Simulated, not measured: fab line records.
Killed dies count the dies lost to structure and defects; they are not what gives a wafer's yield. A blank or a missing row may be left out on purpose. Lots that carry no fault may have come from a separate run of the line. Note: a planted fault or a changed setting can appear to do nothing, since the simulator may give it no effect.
Which tool was responsible? / flow nand harc / 6 lots, 18 wafers sampled, at 4 steps of a route of 1302

## WHAT EACH GAUGE READ, for each wafer
NHARC_END_SORT_01.
lot=L293; measured=day 27 03:50; on=prober-02; killed open=2 3 3
lot=L296; measured=day 27 18:38; on=prober-01; killed open=3 5 4
lot=L311; measured=day 35 00:32; on=prober-01; killed open=0 3 4

## EACH LOT AND THE TOOL THAT RAN IT (in order: tool; ch and the chambers of the sampled wafers; start)
lot=L291; NHARC_A_BONDPAD_PVD_27=pvd sputter-03, day 25 01:30 or earlier; NHARC_THIN_TSV_ETCH_44=rie diel-01 ch 1,2,3, day 25 01:30; NHARC_THIN_TSV_ANNEAL_52=rtp anneal-02 ch 0, day 25 05:19
lot=L293; NHARC_A_BONDPAD_PVD_27=pvd sputter-02, day 26 13:32 or earlier; NHARC_THIN_TSV_ETCH_44=rie diel-03 ch 0,1,3, day 26 13:32; NHARC_THIN_TSV_ANNEAL_52=rtp anneal-01 ch 0, day 26 17:16
lot=L296; NHARC_A_BONDPAD_PVD_27=pvd sputter-02, day 27 03:57 or earlier; NHARC_THIN_TSV_ETCH_44=rie diel-06 ch 0,1,3, day 27 03:57; NHARC_THIN_TSV_ANNEAL_52=rtp anneal-02 ch 0, day 27 07:41
lot=L299; NHARC_A_BONDPAD_PVD_27=pvd sputter-02, day 28 01:37 or earlier; NHARC_THIN_TSV_ETCH_44=rie diel-06 ch 0,1,2, day 28 01:37; NHARC_THIN_TSV_ANNEAL_52=rtp anneal-02 ch 0, day 28 05:48
lot=L300; NHARC_A_BONDPAD_PVD_27=pvd sputter-01, day 28 15:55 or earlier; NHARC_THIN_TSV_ETCH_44=rie diel-03 ch 0,2,3, day 28 15:55; NHARC_THIN_TSV_ANNEAL_52=rtp anneal-02 ch 0, day 28 19:43
lot=L311; NHARC_A_BONDPAD_PVD_27=pvd sputter-01, day 34 06:15 or earlier; NHARC_THIN_TSV_ETCH_44=rie diel-06 ch 0,1,2, day 34 06:15; NHARC_THIN_TSV_ANNEAL_52=rtp anneal-02 ch 0, day 34 10:12
- NHARC_A_BONDPAD_PVD_27: deposits Cu, target thk 30 nm, time 20.49 s.
- NHARC_THIN_TSV_ETCH_44: etches the open film in CF4/O2, target depth 1594.2 nm, time 797.1 s.
- NHARC_THIN_TSV_ANNEAL_52: time 90 s.

## THE ANSWER, worked out from the rows above alone
Rule: usual is defined by the lots themselves. Put in order of their means at a reading, lots are off if they are a third of the lots or fewer, leave a main group of 4 or more, and stand apart from it by a gap of 3 or more times the standard deviation of the main group's means; of several such gaps the widest counts. The tables above print the reading to a certain number of digits; a main group whose means all agree to those digits is not used. Also off: a lot with no number at a reading for which 4 or more lots have one. The other lots that the step has rows for count as sound.
Nothing can be told from this: no lot is off at any reading shown.

## WHAT WAS PUT IN BY THE SIMULATOR
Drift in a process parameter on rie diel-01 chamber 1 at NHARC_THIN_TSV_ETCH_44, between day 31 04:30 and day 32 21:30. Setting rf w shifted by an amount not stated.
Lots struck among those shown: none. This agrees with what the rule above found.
